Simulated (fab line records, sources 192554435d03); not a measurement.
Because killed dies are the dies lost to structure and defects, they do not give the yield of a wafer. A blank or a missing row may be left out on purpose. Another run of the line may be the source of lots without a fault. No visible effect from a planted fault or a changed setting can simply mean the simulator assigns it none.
Struck lot and sound lot, side by side ; flow n5Finfet ; 41 out of 1938 route steps
Sound: these wafers, L449.3, L449.5, L449.6. Struck: wafers L456.5, L456.6. (L456.1 of the same lot was not struck and is left out.) The cause comes at the end.
Each step with rows lists, per side, the tool, then ch with its chambers, then its first start. Under that, the readings that differ: sound wafers ; struck wafers ; difference of the means ; sigmas: that difference in standard deviations of wafers without a fault.
alike: same words and numbers on both sides, and readings whose means sit less than 2 such deviations apart. not compared: any withheld reading, any reading some wafer has no value for, any bound like >300 that may hide the same value, and any number with overlapping values for which the record gives no deviation.
A row with sigmas, a row that says differs or no value, or rows on one side alone: a step with any of these is where the two part. When numbers do not overlap yet have no deviation, they are printed without sigmas and do not part them. A reading that every wafer of one side lacks parts them only if that side has two wafers or more.

first, 2 steps without rows for these wafers: N5_STI_FIN_REVEAL_PRECLEAN_18 (cleans in SC2, time 45 s); N5_STI_FIN_REVEAL_SRD_28 (time 30 s).
N5_STI_FIN_REVEAL_INSPECT_13: inspects for defects (darkfield).
  sound on defectInspect-01, day 3 18:43; struck on defectInspect-02, day 5 13:22
  alike: rawDefectCount
then, 7 steps without rows for these wafers: N5_DUMMY_GATE_PRECLEAN_00 (cleans in O3/DIW, time 60 s); N5_DUMMY_GATE_SRD_01 (time 30 s); N5_DUMMY_GATE_ALD_02 (deposits SiO2, target thk 2 nm, pulse time 1 s); N5_DUMMY_GATE_CVD_03 (deposits a-Si from SiH4, target thk 150 nm, time 8042 s); N5_DUMMY_GATE_PRECLEAN_46 (cleans in DIW, time 89.5 s); N5_DUMMY_GATE_SRD_47 (dry time 32 s); N5_DUMMY_GATE_CMP_04 (polishes a-Si).
N5_DUMMY_GATE_THK_MEAS_05:
  sound on filmMetro-01, day 3 22:53; struck on filmMetro-02, day 5 17:33
  alike: thkNm
then, 1 step without rows for these wafers: N5_DUMMY_GATE_HM_DEP_06 (deposits SiNx from DCS/NH3, target thk 80 nm, time 5141 s).
N5_DUMMY_GATE_PECVD_30: deposits SiO2 from TEOS/O2, target thk 55 nm, time 10.8 s.
  sound on pecvd-03 ch 0,1,2, day 4 02:52; struck on pecvd-04 ch 0,1, day 5 21:31
reading;sound;struck;difference;sigmas
model.SiO2_of_DUMMY_GATE_PECVD_30.thkNm (nm);54 55.2 55.8;50.8 51.4;-3.9;
  alike: chamberPressureTorr
then, 9 steps without rows for these wafers: N5_DUMMY_GATE_COAT_34 (time 60 s, resist thk 60 nm); N5_DUMMY_GATE_COAT_35 (time 60 s, resist thk 10 nm); N5_DUMMY_GATE_COAT_28 (time 60 s, resist thk 10 nm); N5_DUMMY_GATE_COAT_09 (resist thk 30 nm); N5_DUMMY_GATE_EBR_11; N5_DUMMY_GATE_SOFTBAKE_10 (time 60 s); N5_DUMMY_GATE_EXPOSE_12 (exposes mask GATE, target cd 25 nm); N5_DUMMY_GATE_PEB_13 (peb time 60 s); N5_DUMMY_GATE_DEVELOP_14 (develop time 30 s).
N5_DUMMY_GATE_CD_MEAS_15: the cd target is 25.8 nm.
  sound on cdSem-01 ch 0, day 4 03:11; struck on cdSem-01 ch 0, day 5 21:52
  alike: cdNm
N5_DUMMY_GATE_OVL_MEAS_16:
  sound on overlay-01 ch 0, day 4 03:14; struck on overlay-02 ch 0, day 5 21:55
  alike: GATE_OVL
N5_DUMMY_GATE_INSPECT_17: inspects for defects (brightfield).
  sound on defectInspect-02, day 4 03:17; struck on defectInspect-01, day 5 21:58
  alike: rawDefectCount
N5_DUMMY_GATE_DESCUM_20: chemistry O2, time 6.2 s.
  sound on rieDiel-06 ch 1,2, day 4 03:19; struck on rieDiel-06 ch 0,3, day 5 22:00
  alike: drypumpMotorCurrentA, oesProductAu, rfVppV, showerheadPlenumPTorr, throttleValvePct
  not compared: rfHoursCounterH
N5_DUMMY_GATE_ETCH_29: etches underlayer in N2/H2, target depth 13 nm.
  sound on rieDiel-06 ch 1,2, day 4 03:22; struck on rieDiel-06 ch 0,3, day 5 22:04
  alike: drypumpMotorCurrentA, h2FlowSccm, oesProductAu, rfVppV, showerheadPlenumPTorr, throttleValvePct
  not compared: rfHoursCounterH
then, 1 step without rows for these wafers: N5_DUMMY_GATE_ETCH_36 (etches SiARC in CF4, target depth 13 nm).
N5_DUMMY_GATE_ETCH_37: etches SOC in N2/H2, target depth 60 nm, overetch 30 nm.
  sound on rieDiel-06 ch 1,2, day 4 03:27; struck on rieDiel-06 ch 0,3, day 5 22:08
  alike: drypumpMotorCurrentA, h2FlowSccm, oesProductAu, rfVppV, showerheadPlenumPTorr, throttleValvePct
  not compared: rfHoursCounterH
then, 2 steps without rows for these wafers: N5_DUMMY_GATE_STRIP_38 (strips in N2/H2); N5_DUMMY_GATE_STRIP_39 (strips in N2/H2).
N5_DUMMY_GATE_TRIM_49: chemistry O2, time 29 s, target cd 14 nm.
  sound on rieSi-01 ch 1,2,3, day 4 03:32; struck on rieSi-04 ch 0,1, day 5 22:13
  alike: drypumpMotorCurrentA, oesProductAu, throttleValvePct
  not compared: rfHoursCounterH
then, 1 step without rows for these wafers: N5_DUMMY_GATE_STRIP_40 (strips in CF4).
N5_DUMMY_GATE_CD_MEAS_50: the cd target is 14 nm.
  sound on cdSem-02, day 4 03:41; struck on cdSem-01, day 5 22:22
  alike: cdNm
then, 1 step without rows for these wafers: N5_DUMMY_GATE_ETCH_31 (etches SiO2 in C4F6/O2, target depth 82.5 nm, time 27.5 s).
N5_DUMMY_GATE_STRIP_41: strips in O2.
  sound on rieDiel-05 ch 2,3, day 4 04:09; struck on rieDiel-06 ch 0,3, day 5 22:28
  alike: drypumpMotorCurrentA, oesProductAu, rfVppV, showerheadPlenumPTorr, throttleValvePct
  not compared: rfHoursCounterH
then, 3 steps without rows for these wafers: N5_DUMMY_GATE_HM_OPEN_21 (chemistry CH3F/O2, target SiNx, target depth 120 nm, time 171.4 s); N5_DUMMY_GATE_ETCH_32 (etches SiO2 in CF4, target depth 3.5 nm, time 3.9 s); N5_DUMMY_GATE_ETCH_23 (etches poly-Si in HBr/Cl2/O2, target depth 41 nm, time 22.3 s).
N5_DUMMY_GATE_ETCH_44: etches poly-Si in HBr/O2, stops on SiO2, target depth 127.5 nm.
  sound on rieSi-06 ch 1,2,3, day 4 04:26; struck on rieSi-01 ch 0,3, day 5 22:46
reading;sound;struck;difference;sigmas
model.SiO2_of_DUMMY_GATE_PECVD_30.thkNm (nm);37.2 38.4 38.2;34 34.4;-4;
  alike: drypumpMotorCurrentA, oesProductAu, throttleValvePct
  not compared: rfHoursCounterH
N5_DUMMY_GATE_CD_MEAS_24: the cd target is 15 nm.
  sound on cdSem-02, day 4 04:34; struck on cdSem-03, day 5 22:52
  alike: cdNm

## WHERE THEY PART
Nowhere in this record.

WHY: what had been put in by the simulator
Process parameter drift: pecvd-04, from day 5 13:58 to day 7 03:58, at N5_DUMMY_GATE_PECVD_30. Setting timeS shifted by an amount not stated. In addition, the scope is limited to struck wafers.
